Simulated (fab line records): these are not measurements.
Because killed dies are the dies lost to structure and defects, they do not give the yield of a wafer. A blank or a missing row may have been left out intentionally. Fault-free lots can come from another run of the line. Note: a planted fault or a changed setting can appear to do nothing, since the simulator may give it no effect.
Problem report, 8D (eight disciplines) form, completed by code || flow n5Finfet || the parts of the form that need people (team, actions taken, sign-off) are left out

1. THE PROBLEM
M11_ILD_THK at N5_BEOL_M11_THK_MEAS_01 reads a mean of 467 nm on 1 wafer of 1 lot; wafers without a fault read 268 nm with a standard deviation of 3.6. Relative to the usual mean, that is a shift of +55 standard deviations.
First observed at day 13 15:57: wafer L608.4, on filmMetro-01. The record holds 27 wafers of 9 lots with a number at this step. By rule, "out" or "out of limits" means more than 4 standard deviations away from the usual mean. All remaining wafers that have a number are taken as sound.

2. WHAT THIS IS AND IS NOT
{"question": "which readings at this step", "is": "M11_ILD_THK", "is not": "-"}
{"question": "which lots", "is": "L608", "is not": "L595, L597, L610, L612, L613, L614, L617, L618"}
{"question": "which wafers of those lots", "is": "L608.4", "is not": "L608.2, L608.6"}
{"question": "read on which gauges", "is": "filmMetro-01", "is not": "filmMetro-02"}
{"question": "when", "is": "from day 13 15:57", "is not": "up to then (8 sound wafers); but 18 sound wafers of L610, L612, L613, L614, L617, L618 came after"}

3. THE SUSPECTS, EACH WITH WHAT RULES IT OUT
Counting: if a tool at a process step up to the reading ran every lot that is out, it stays a suspect. Sound lots after the first of them don't rule it out here, since some wafers of a struck lot are sound.
- ruled out: the gauge at N5_BEOL_M11_THK_MEAS_01. All the wafers that are out were read on filmMetro-01, but those of them that N5_BEOL_M11_ILD_DEP_00 has rows for are out there too, on other tools.
- pvdSputter-02 at N5_BEOL_M10_SPUTTER_48 (material Cu, target thk 12 nm, time 2 s): kept. It ran the lot that is out, L608 (day 13 14:02).
- rtpAnneal-01 at N5_BEOL_M10_ANNEAL_51 (time 90 s): kept. It ran the lot that is out, L608 (day 13 14:37).
- pecvd-01 at N5_BEOL_M11_ILD_DEP_00 (deposits SiCOH lowk from DEMS/porogen, target thk 308.51 nm, time 58 s): kept. It ran the lot that is out, L608 (day 13 15:22). On those wafers its own readings are out: runLengthS.
- Within pecvd-01 at N5_BEOL_M11_ILD_DEP_00: the wafers that are out ran in chamber 2; their sound lot-mates ran in chamber 1.
The count leaves pvdSputter-02 at N5_BEOL_M10_SPUTTER_48, rtpAnneal-01 at N5_BEOL_M10_ANNEAL_51, and pecvd-01 at N5_BEOL_M11_ILD_DEP_00.

4. THE CAUSE (what the simulator had put in)
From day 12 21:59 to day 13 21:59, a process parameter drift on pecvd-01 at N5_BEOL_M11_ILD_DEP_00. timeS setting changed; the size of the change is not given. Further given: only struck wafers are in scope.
After counting, 3 suspects remain, this tool included.

5. SEQUENCE OF EFFECTS, ordered by route
Each row: a reading where the mean over the struck wafers with a number is more than 3 standard deviations away from the usual. Only readings for which the record gives a usual standard deviation are gone through. hours: the time from each lot's start at the first step in this table that gives one to its start at this step, as a median over the lots. sigmas: the change in usual standard deviations.
{"hours": 0, "step": "N5_BEOL_M11_ILD_DEP_00", "reading": "runLengthS", "usual": "100.9 s", "on struck wafers": 142.9, "change": "+42.0", "sigmas": "+66"}
{"hours": 1, "step": "N5_BEOL_M11_THK_MEAS_01", "reading": "M11_ILD_THK", "usual": "268 nm", "on struck wafers": 467, "change": "+199", "sigmas": "+55"}
{"hours": 63, "step": "N5_PASSIVATION_PROBE_49", "reading": "defectLimitedYield", "usual": "90.9 %", "on struck wafers": 0.0, "change": -90.9, "sigmas": -61}
{"hours": 63, "step": "N5_PASSIVATION_PROBE_49", "reading": "killed_at_M4_up", "usual": 14, "on struck wafers": 1080, "change": "+1066", "sigmas": "+99 or more"}
{"hours": 63, "step": "N5_PASSIVATION_PROBE_49", "reading": "killedDies", "usual": 108, "on struck wafers": 1180, "change": "+1072", "sigmas": "+60"}
{"hours": 63, "step": "N5_PASSIVATION_PROBE_49", "reading": "killedOnRim", "usual": 14, "on struck wafers": 152, "change": "+138", "sigmas": "+33"}
{"hours": 63, "step": "N5_PASSIVATION_PROBE_49", "reading": "sort_bin_5_function", "usual": "5.4 %", "on struck wafers": 95.9, "change": "+90.5", "sigmas": "+90"}
{"hours": 63, "step": "N5_PASSIVATION_PROBE_49", "reading": "sortNPass", "usual": 1072, "on struck wafers": 0, "change": -1072, "sigmas": -60}
{"hours": 63, "step": "N5_PASSIVATION_PROBE_49", "reading": "sortYieldPct", "usual": "90.9 %", "on struck wafers": 0.0, "change": -90.9, "sigmas": -61}
Process steps it contains:
- N5_BEOL_M11_ILD_DEP_00: deposits SiCOH lowk from DEMS/porogen, target thk 308.51 nm, time 58 s.
- N5_PASSIVATION_PROBE_49

6. HOW IT WOULD HAVE BEEN CAUGHT EARLIER
18 hours passed between the start of the fault at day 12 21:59 and the first reading out of limits at a measuring or inspecting step in this record, taken at day 13 15:57.
The tool's own readings at N5_BEOL_M11_ILD_DEP_00 were out on every struck wafer that the step has a row for (runLengthS): an alarm limit on them would have fired on the first of those.
Each of the lots that are out, 1 in all, had begun N5_BEOL_M11_ILD_DEP_00 on pecvd-01 no later than day 13 15:57. Had the tool been put on hold then, not one of them would have been saved.
